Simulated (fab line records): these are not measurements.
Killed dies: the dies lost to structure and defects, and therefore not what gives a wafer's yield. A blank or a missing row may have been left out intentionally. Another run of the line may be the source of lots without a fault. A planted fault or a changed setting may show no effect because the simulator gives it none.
Lot-split experiment | flow n5-finfet | route with 1938 steps; 7 lots, 21 wafers read

## THE SPLIT
At N5_BEOL_M0_DEP_125 (deposits SiCN from 3MS/NH3, target thk 8 nm, time 14 s), the setting time-s was moved away from the recipe's 14 s on 8 of the 21 wafers read, by -10.9% to +10.7%. For the rest of the wafers, this setting stayed at what the recipe calls for.

The split's own step is where the reading is taken.

## THE READING
SiCN_of_BEOL_M0_DEP_125.thk-nm (the simulator's own value, which no gauge read), in nm, at N5_BEOL_M0_DEP_125 (deposits SiCN from 3MS/NH3, target thk 8 nm, time 14 s). The file does not state a usual value for it. Across the 13 wafers here that went through the recipe, the average is 7.9 nm and the standard deviation 0.17 nm.

wafer  | tool, chamber at the split | time-s as run, s | against the recipe | SiCN_of_BEOL_M0_DEP_125.thk-nm, nm | against lot-mates on the recipe
L075.1 | pecvd-02, 0                | 12.66            | -9.6%              | 7                                  | -0.6
L075.2 | pecvd-02, 2                | 12.66            | -9.6%              | 7.2                                | -0.4
L075.3 | pecvd-02, 1                | 14               | recipe             | 7.6                                | -
L077.1 | pecvd-02, 2                | 12.47            | -10.9%             | 7.2                                | -0.8
L077.5 | pecvd-02, 2                | 12.47            | -10.9%             | 7.2                                | -0.8
L077.2 | pecvd-02, 1                | 14               | recipe             | 8                                  | -
L085.1 | pecvd-03, 0                | 14               | recipe             | 8                                  | -
L085.4 | pecvd-03, 0                | 14               | recipe             | 8                                  | -
L085.3 | pecvd-03, 1                | 14               | recipe             | 7.8                                | -
L088.2 | pecvd-02, 1                | 14               | recipe             | 8                                  | -
L088.3 | pecvd-02, 1,2              | 15.5             | +10.7%             | 8.8                                | +0.8
L088.6 | pecvd-02, 1,2              | 15.5             | +10.7%             | 8.8                                | +0.8
L091.2 | pecvd-02, 1,2              | 14               | recipe             | 8                                  | -
L091.6 | pecvd-02, 1,2              | 14               | recipe             | 8                                  | -
L091.3 | pecvd-02, 2                | 14               | recipe             | 8.2                                | -
L092.1 | pecvd-04, 2                | 15.39            | +9.9%              | 8.8                                | +1.0
L092.4 | pecvd-04, 2                | 15.39            | +9.9%              | 8.8                                | +1.0
L092.3 | pecvd-04, 0                | 14               | recipe             | 7.8                                | -
L097.2 | pecvd-03, 1                | 14               | recipe             | 7.6                                | -
L097.5 | pecvd-03, 0,1              | 14               | recipe             | 8                                  | -
L097.6 | pecvd-03, 0,1              | 14               | recipe             | 8                                  | -
Where a row lists several chambers, the file gives one row for several wafers and doesn't say which wafer went through which chamber.

FIT RESULTS
A straight line over all 21 wafers: SiCN_of_BEOL_M0_DEP_125.thk-nm changes by +0.0798 nm for each +1% of time-s; r = +0.96; the points scatter about the line by 0.15 nm.
The same after taking each lot's own level away (the mean of its wafers on the recipe; 21 wafers): +0.0754 nm for each +1%; r = +0.96; scatter 0.14 nm.
That fit puts the effect of the largest move of time-s on the reading at 0.82 nm.
The lots' own levels span 7.60 to 8.07 nm, that is 2.8 times the standard deviation above.
So the lot-to-lot level changes the slope little: the two slopes agree.
Check: for one of the wafers moved furthest among these (-10.9%), held out of the fit, the line's prediction against its lot-mates is -0.773 nm. Against them it came out at -0.8 nm.

## FURTHER SPLITS ON THESE WAFERS
Other splits were also applied to these wafers ahead of the reading. Each is held against what the fit with the lots' levels taken away leaves over:
other split on the same wafers            | wafers away from the commonest value | r with SiCN_of_BEOL_M0_DEP_125.thk-nm (lot level and that fit taken away)
N5_BEOL_M0_SAQP_SPACER1_ALD_98 ald-cycles | 8                                    | +0.16
N5_BEOL_M0_SAQP_ETCH_107 bias-w           | 10                                   | -0.38

## THE FILE'S OWN FIT
SiCN_of_BEOL_M0_DEP_125.thk-nm changes by +0.0755 nm for each +1% of time-s, r = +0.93.
